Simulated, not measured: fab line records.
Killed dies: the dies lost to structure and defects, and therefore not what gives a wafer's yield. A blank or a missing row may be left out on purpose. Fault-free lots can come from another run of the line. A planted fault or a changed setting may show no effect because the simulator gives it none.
Which tool did it? || flow nand harc || Sampling: 11 lots, 33 wafers, 3 of 1159 route steps

WHAT EACH GAUGE READ, for each wafer
NHARC_P_ZERO_WELL_CD_MEAS_37: the cd target is 720 nm.
{"lot": "L482", "measured": "day 2 10:07", "on": "cd sem-01", "cd nm (nm)": "718.0 720.4 717.4"}
{"lot": "L483", "measured": "day 2 16:08", "on": "cd sem-03", "cd nm (nm)": "725.7 721.7 722.1"}
{"lot": "L484", "measured": "day 2 22:06", "on": "cd sem-01", "cd nm (nm)": "720.4 720.8 719.8"}
{"lot": "L485", "measured": "day 3 04:08", "on": "cd sem-03", "cd nm (nm)": "724.3 719.5 722.0"}
{"lot": "L486", "measured": "day 3 09:58", "on": "cd sem-03", "cd nm (nm)": "721.5 717.6 720.5"}
{"lot": "L492", "measured": "day 4 21:51", "on": "cd sem-03", "cd nm (nm)": "702.9 700.0 704.6 702.9 700.3 704.9"}
{"lot": "L493", "measured": "day 5 04:14", "on": "cd sem-02", "cd nm (nm)": "701.3 701.6 701.4 701.1 701.3 700.9"}
{"lot": "L498", "measured": "day 6 10:01", "on": "cd sem-03", "cd nm (nm)": "720.7 721.8 719.2"}
{"lot": "L499", "measured": "day 6 16:07", "on": "cd sem-02", "cd nm (nm)": "722.4 723.1 721.2"}
{"lot": "L500", "measured": "day 6 22:16", "on": "cd sem-03", "cd nm (nm)": "723.7 723.2 719.3"}
{"lot": "L501", "measured": "day 7 04:20", "on": "cd sem-03", "cd nm (nm)": "724.4 719.6 721.6"}

WHICH TOOL RAN EACH LOT (tool, then ch and the chambers of the sampled wafers, then the start)
{"lot": "L482", "NHARC_P_ZERO_WELL_ETCH_62": "rie diel-10 ch 0,1,2, day 2 10:02 or earlier", "NHARC_P_ZERO_WELL_PEB_35": "litho track-05 ch 0, day 2 10:02"}
{"lot": "L483", "NHARC_P_ZERO_WELL_ETCH_62": "rie diel-08 ch 1,2,3, day 2 16:02 or earlier", "NHARC_P_ZERO_WELL_PEB_35": "litho track-07 ch 0, day 2 16:02"}
{"lot": "L484", "NHARC_P_ZERO_WELL_ETCH_62": "rie diel-08 ch 0,3, day 2 22:01 or earlier", "NHARC_P_ZERO_WELL_PEB_35": "litho track-05 ch 0, day 2 22:01"}
{"lot": "L485", "NHARC_P_ZERO_WELL_ETCH_62": "rie diel-08 ch 0,1,2, day 3 04:03 or earlier", "NHARC_P_ZERO_WELL_PEB_35": "litho track-03 ch 0, day 3 04:03"}
{"lot": "L486", "NHARC_P_ZERO_WELL_ETCH_62": "rie diel-10 ch 0,1, day 3 09:53 or earlier", "NHARC_P_ZERO_WELL_PEB_35": "litho track-05 ch 0, day 3 09:53"}
{"lot": "L492", "NHARC_P_ZERO_WELL_ETCH_62": "rie diel-10 ch 0,2,3, day 4 21:46 or earlier", "NHARC_P_ZERO_WELL_PEB_35": "litho track-05 ch 0, day 4 21:46"}
{"lot": "L493", "NHARC_P_ZERO_WELL_ETCH_62": "rie diel-08 ch 1,2,3, day 5 04:09 or earlier", "NHARC_P_ZERO_WELL_PEB_35": "litho track-05 ch 0, day 5 04:09"}
{"lot": "L498", "NHARC_P_ZERO_WELL_ETCH_62": "rie diel-10 ch 0,2,3, day 6 09:55 or earlier", "NHARC_P_ZERO_WELL_PEB_35": "litho track-07 ch 0, day 6 09:55"}
{"lot": "L499", "NHARC_P_ZERO_WELL_ETCH_62": "rie diel-10 ch 0,2, day 6 16:01 or earlier", "NHARC_P_ZERO_WELL_PEB_35": "litho track-03 ch 0, day 6 16:01"}
{"lot": "L500", "NHARC_P_ZERO_WELL_ETCH_62": "rie diel-10 ch 0,1,3, day 6 22:11 or earlier", "NHARC_P_ZERO_WELL_PEB_35": "litho track-07 ch 0, day 6 22:11"}
{"lot": "L501", "NHARC_P_ZERO_WELL_ETCH_62": "rie diel-12 ch 0,1,2, day 7 04:15 or earlier", "NHARC_P_ZERO_WELL_PEB_35": "litho track-03 ch 0, day 7 04:15"}
- NHARC_P_ZERO_WELL_ETCH_62: etches the open film in CHF3/Ar, target depth 13 nm, time 6.5 s.
- NHARC_P_ZERO_WELL_PEB_35: peb time 85 s.

THE ANSWER, worked out from the rows above alone
Rule: what is usual is taken from the lots themselves. Put in order of their means at a reading, lots are off if they are a third of the lots or fewer, leave a main group of 4 or more, and stand apart from it by a gap of 3 or more times the standard deviation of the main group's means; of several such gaps the widest counts. If all means in a main group match to the digits the tables above print for the reading, that group is not used. A lot without any number at a reading at which 4 lots or more have one is off too. Where the step has rows for the other lots, those lots are counted as sound.
Off: L492, L493, at NHARC_P_ZERO_WELL_CD_MEAS_37 (cd nm). For the main group the mean is 721.2 nm and the standard deviation 1.3.
A tool fits if, at a process step before that reading, it ran every lot that is off, and no sound lot after the first of them. Those tools and the gauges at NHARC_P_ZERO_WELL_CD_MEAS_37 are tried in the same way. NHARC_P_ZERO_WELL_ETCH_62 gives no start for some lots, so the hours and the order of its lots are those of NHARC_P_ZERO_WELL_PEB_35. One candidate fits, namely litho track-05 at NHARC_P_ZERO_WELL_PEB_35. A fault onset in the window from L486 (day 3 09:53, its last sound lot) to L492 (day 4 21:46, its first lot off) fits.

WHAT THE SIMULATOR PUT IN
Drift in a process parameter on litho track-05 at NHARC_P_ZERO_WELL_PEB_35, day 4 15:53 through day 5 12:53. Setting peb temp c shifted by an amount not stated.
Lots struck among those shown: L492, L493. Same finding as the rule above.
